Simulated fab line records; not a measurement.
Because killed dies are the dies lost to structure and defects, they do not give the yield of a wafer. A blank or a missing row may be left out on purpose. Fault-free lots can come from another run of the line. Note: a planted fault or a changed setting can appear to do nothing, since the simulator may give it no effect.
Matching of chambers / flow n5-finfet / rie-diel-06 running N5_BEOL_M3_ETCH_74: 4 sister chambers
The step etches underlayer in N2/H2, target depth 6.5 nm, time 5.2 s. 4 wafers are shown with their chamber, then 12 later ones without.

## WAFERS PAIRED WITH THEIR CHAMBERS
wafer=L092.4; chamber=1; showerhead-plenum-p-Torr (Torr)=2.40
wafer=L094.1; chamber=0; showerhead-plenum-p-Torr (Torr)=2.48
wafer=L094.2; chamber=2; showerhead-plenum-p-Torr (Torr)=2.62
wafer=L094.3; chamber=3; showerhead-plenum-p-Torr (Torr)=2.42

## WAFERS WITHOUT THEIR CHAMBER
wafer=L094.4; showerhead-plenum-p-Torr (Torr)=2.40
wafer=L094.5; showerhead-plenum-p-Torr (Torr)=2.63
wafer=L094.6; showerhead-plenum-p-Torr (Torr)=2.42
wafer=L095.2; showerhead-plenum-p-Torr (Torr)=2.63
wafer=L095.5; showerhead-plenum-p-Torr (Torr)=2.48
wafer=L095.6; showerhead-plenum-p-Torr (Torr)=2.40
wafer=L096.2; showerhead-plenum-p-Torr (Torr)=2.39
wafer=L096.5; showerhead-plenum-p-Torr (Torr)=2.48
wafer=L096.6; showerhead-plenum-p-Torr (Torr)=2.39
wafer=L097.1; showerhead-plenum-p-Torr (Torr)=2.42
wafer=L097.5; showerhead-plenum-p-Torr (Torr)=2.62
wafer=L097.6; showerhead-plenum-p-Torr (Torr)=2.39

## WHICH CHAMBER EACH WENT THROUGH
wafer=L094.4; from the rows above=1; in truth=1
wafer=L094.5; from the rows above=2; in truth=2
wafer=L094.6; from the rows above=3; in truth=3
wafer=L095.2; from the rows above=2; in truth=2
wafer=L095.5; from the rows above=0; in truth=0
wafer=L095.6; from the rows above=1; in truth=1
wafer=L096.2; from the rows above=1; in truth=1
wafer=L096.5; from the rows above=0; in truth=0
wafer=L096.6; from the rows above=1; in truth=1
wafer=L097.1; from the rows above=3; in truth=3
wafer=L097.5; from the rows above=2; in truth=2
wafer=L097.6; from the rows above=1; in truth=1
Correct placement for 12 of the 12. Can't be placed from these rows: 0. Wrongly placed: 0.
How it was worked out, from the rows above alone: a wafer's distance from a chamber is the root of the sum, over the readings, of the square of ((its reading less the chamber's mean) divided by the reading's scatter). The wafer belongs to the nearest chamber; if the next one is less than 2 further off, it can't be placed. Each chamber's mean is taken over the wafers shown for it. The scatter (one wafer shown for each chamber): square how far every hidden wafer sits from the nearest shown wafer, average those squares and take the square root.
